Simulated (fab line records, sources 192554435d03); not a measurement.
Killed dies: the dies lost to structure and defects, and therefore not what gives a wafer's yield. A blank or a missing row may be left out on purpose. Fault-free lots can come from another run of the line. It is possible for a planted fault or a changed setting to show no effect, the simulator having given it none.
A lot that was struck, set against a sound lot    flow n5_finfet    16 steps out of a route of 1938
Sound: the wafers L861.1, L861.3, L861.6. Struck: wafer L872.1. (L872.5, L872.6 of the same lot were not struck and are left out.) The cause comes at the end.
For every step that has rows: the tool of each side, followed by ch and its chambers, followed by its first start. Under that, the readings that differ: sound wafers    struck wafers    difference of the means    sigmas: that difference in standard deviations of wafers without a fault.
alike: a reading whose means differ by less than 2 such deviations, as well as words and numbers matching on both sides. not compared: withheld readings; readings where some wafer has no value; bounds like >300 that might hide an equal value; numbers whose values overlap and for which the record gives no deviation.
Wherever a step has rows on one side only, a row that says differs or no value, or a row with sigmas, the two part there. Numbers that don't overlap but have no deviation are shown without sigmas and don't part them. A reading missing from all wafers of one side parts the sides only when that side holds two or more wafers.

first, 7 steps without rows for these wafers: N5_HKMG_FIN_COAT_30 (time 60 s, resist thk 35 nm); N5_HKMG_FIN_COAT_06 (resist thk 90 nm); N5_HKMG_FIN_EBR_08; N5_HKMG_FIN_SOFTBAKE_07 (time 60 s); N5_HKMG_FIN_EXPOSE_09 (exposes mask NWFM); N5_HKMG_FIN_PEB_10 (peb time 60 s); N5_HKMG_FIN_DEVELOP_11 (develop time 30 s).
N5_HKMG_FIN_CD_MEAS_12: target cd 92.8 nm.
  sound on cd_sem-02 ch 0, day 5 03:56; struck on cd_sem-02 ch 0, day 8 02:14
  alike: cd_nm
N5_HKMG_FIN_OVL_MEAS_13:
  sound on overlay-01 ch 0, day 5 03:59; struck on overlay-02 ch 0, day 8 02:16
  alike: NWFM_OVL
N5_HKMG_FIN_INSPECT_14: inspects for defects (macro).
  struck on defect_inspect-01, day 8 02:17; sound on defect_inspect-02, day 5 04:00
  alike: raw_defect_count
N5_HKMG_FIN_DESCUM_17: chemistry O2, time 7.9 s.
  sound on rie_diel-02 ch 0,3, day 5 04:02; struck on rie_diel-03 ch 1, day 8 02:19
reading                sound           struck  difference  sigmas
oes_product_au (a.u.)  0.74 0.73 0.73  0.92    +0.19       +2
  alike: drypump_motor_current_A, rf_vpp_V, showerhead_plenum_p_Torr, throttle_valve_pct
  not compared: rf_hours_counter_h
N5_HKMG_FIN_ETCH_31: etches SiARC in CF4, target depth 45.5 nm, time 75.8 s.
  sound on rie_diel-02 ch 0,3, day 5 04:04; struck on rie_diel-03 ch 1, day 8 02:21
reading                sound           struck  difference  sigmas
etch_rf_on_time_s (s)  76.0 73.7 73.7  78.4    +3.9        +2
  alike: bias_w, drypump_motor_current_A, oes_product_au, rf_vpp_V, showerhead_plenum_p_Torr, throttle_valve_pct
  not compared: rf_hours_counter_h
N5_HKMG_FIN_ETCH_32: etches SOC in N2/H2, target depth 240 nm, time 300 s.
  sound on rie_diel-02 ch 0,3, day 5 04:07; struck on rie_diel-03 ch 1, day 8 02:25
reading                sound              struck  difference  sigmas
bias_w (W)             150.1 150.4 149.8  155.7   +5.6        +13
oes_product_au (a.u.)  0.74 0.76 0.76     0.92    +0.17       +2
rf_vpp_V (V)           523.3 524.1 523.9  538.0   +14.2       +6
  alike: drypump_motor_current_A, showerhead_plenum_p_Torr, throttle_valve_pct
  not compared: rf_hours_counter_h, model.SiARC_of_HKMG_FIN_COAT_30.thk_nm
then, 1 step without rows for these wafers: N5_HKMG_FIN_STRIP_33 (strips in N2/H2).
-- the record jumps here: 5 days lie between the struck wafers' starts before and after (it left off in module HKMG_FIN and takes up again in module BEOL_M4, whose first step shown is number 1111 of the route) --
N5_BEOL_M4_RC_MEAS_101:
  sound on prober-01 ch 0, day 9 12:28; struck on prober-01 ch 0, day 12 23:58
reading        sound           struck  difference  sigmas
DIBL_P (mV/V)  42.5 36.8 40.3  32.7    -7.2        -3
VT_N (mV)      243 251 245     254     +8          +2
  alike: DIBL_N, IOFF_N, IOFF_P, ION_N, ION_P, SS_N, SS_P, VT_P
-- the record jumps here: 5 days lie between the struck wafers' starts before and after (it left off in module BEOL_M4 and takes up again in module PASSIVATION, whose first step shown is number 1936 of the route) --
N5_PASSIVATION_PROBE_49:
  only the struck wafers here have rows in the record (prober-01, day 17 13:41); the sound ones have none

WHERE THEY PART
At N5_HKMG_FIN_DESCUM_17 first; at N5_PASSIVATION_PROBE_49 last (within this record only).

WHY: what the simulator had put in
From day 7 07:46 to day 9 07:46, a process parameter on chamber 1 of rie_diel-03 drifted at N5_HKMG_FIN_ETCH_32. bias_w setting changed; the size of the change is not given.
